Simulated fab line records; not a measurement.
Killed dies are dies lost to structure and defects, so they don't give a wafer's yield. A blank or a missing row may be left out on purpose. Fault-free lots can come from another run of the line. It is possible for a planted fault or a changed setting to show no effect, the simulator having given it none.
A lot that was struck, set against a sound lot	flow n5_finfet	16 out of 1938 route steps
Sound: these wafers, L901.2, L901.3, L901.6. Struck: wafers L888.5, L888.6 (left out: L888.2, a lot-mate that was not struck); the cause follows at the end.
Order at every step that has rows: each side's tool, ch and its chambers, its first start. Under that, the readings that differ: sound wafers	struck wafers	difference of the means	sigmas: that difference in standard deviations of wafers without a fault.
alike: readings whose means differ by less than 2 such deviations, and words and numbers that are the same on both sides. not compared: withheld readings, readings that some wafer has no value for, bounds like >300 that may hide the same value, and numbers for which the record gives no deviation and whose values overlap.
A row with sigmas, a row that says differs or no value, or rows on one side alone: a step with any of these is where the two part. When numbers do not overlap yet have no deviation, they are printed without sigmas and do not part them. A reading that every wafer of one side lacks parts them only if that side has two wafers or more.

first, 3 steps without rows for these wafers: N5_BEOL_M0_DEGAS_112 (time 60 s); N5_BEOL_M0_PRE_CLEAN_113 (time 30 s); N5_BEOL_M0_ALD_136 (deposits TaN, pulse time 2 s, purge time 3 s, co reactant purge time 2 s).
N5_BEOL_M0_SURFACE_TREAT_137:
  sound: pvd_sputter-02 at day 11 15:19; struck: pvd_sputter-02 at day 8 11:52
  not compared: throttle_valve_pct
then, 1 step without rows for these wafers: N5_BEOL_M0_CVD_115 (deposits Co from CCTBA/H2, time 120 s).
N5_BEOL_M0_SPUTTER_116: material Cu, target thk 4 nm, time 7.37 s.
  sound: pvd_sputter-01 at day 11 17:17; struck: pvd_sputter-01 at day 8 12:04
  alike: throttle_valve_pct
N5_BEOL_M0_ANNEAL_117: time 60 s.
  sound: pvd_sputter-01 at day 11 17:22; struck: pvd_sputter-01 at day 8 12:08
  alike: heater_power_w
N5_BEOL_M0_SPUTTER_132: material Cu, target thk 4 nm, time 7.37 s.
  sound: pvd_sputter-01 at day 11 17:25; struck: pvd_sputter-01 at day 8 12:11
  alike: throttle_valve_pct
then, 2 steps without rows for these wafers: N5_BEOL_M0_ANNEAL_133 (time 60 s); N5_BEOL_M0_SPUTTER_134 (material Cu, target thk 4 nm, time 7.37 s).
N5_BEOL_M0_ANNEAL_135: time 60 s.
  sound: pvd_sputter-01 at day 11 17:37; struck: pvd_sputter-01 at day 8 12:23
  alike: heater_power_w
then, 1 step without rows for these wafers: N5_BEOL_M0_SPUTTER_141 (material Cu, target thk 4 nm, time 7.37 s).
N5_BEOL_M0_ECD_118: material Cu, target thk 300 nm.
  sound on ecd_cu-01 ch 0,1, day 11 17:46; struck on ecd_cu-01 ch 0,1, day 8 12:32
reading	sound	struck	difference	sigmas
model.Cu_of_BEOL_M0_ECD_118.thk_nm (nm)	299 302 295.2	436.8 432.8	+136.1	
then, 1 step without rows for these wafers: N5_BEOL_M0_ANNEAL_119 (time 90 s).
N5_BEOL_M0_CMP_120: polishes, stops on SiOC, t overpolish 6.9 s.
  sound on cmp-02 ch 1,2,3, day 11 18:11; struck on cmp-02 ch 0,3, day 8 12:58
reading	sound	struck	difference	sigmas
time_to_endpoint_s (s)	67 65 62	91 92	+27	+8
  alike: head_pressure_psi, motor_current_A, slurry_flow_ml_min
-- the record jumps here: 2 days lie between the struck wafers' starts before and after (it left off in module BEOL_M0 and takes up again in module BEOL_M4, whose first step shown is number 1111 of the route) --
N5_BEOL_M4_RC_MEAS_101:
  sound on prober-02 ch 0, day 14 14:11; struck on prober-01 ch 0, day 10 15:29
  alike: DIBL_N, DIBL_P, IOFF_N, IOFF_P, ION_N, ION_P, SS_N, SS_P, VT_N, VT_P

== WHERE THEY PART ==
Only at N5_BEOL_M0_CMP_120, within this record. Later steps at which nothing parts them and some readings are alike: N5_BEOL_M4_RC_MEAS_101.

WHY: the cause the simulator had injected
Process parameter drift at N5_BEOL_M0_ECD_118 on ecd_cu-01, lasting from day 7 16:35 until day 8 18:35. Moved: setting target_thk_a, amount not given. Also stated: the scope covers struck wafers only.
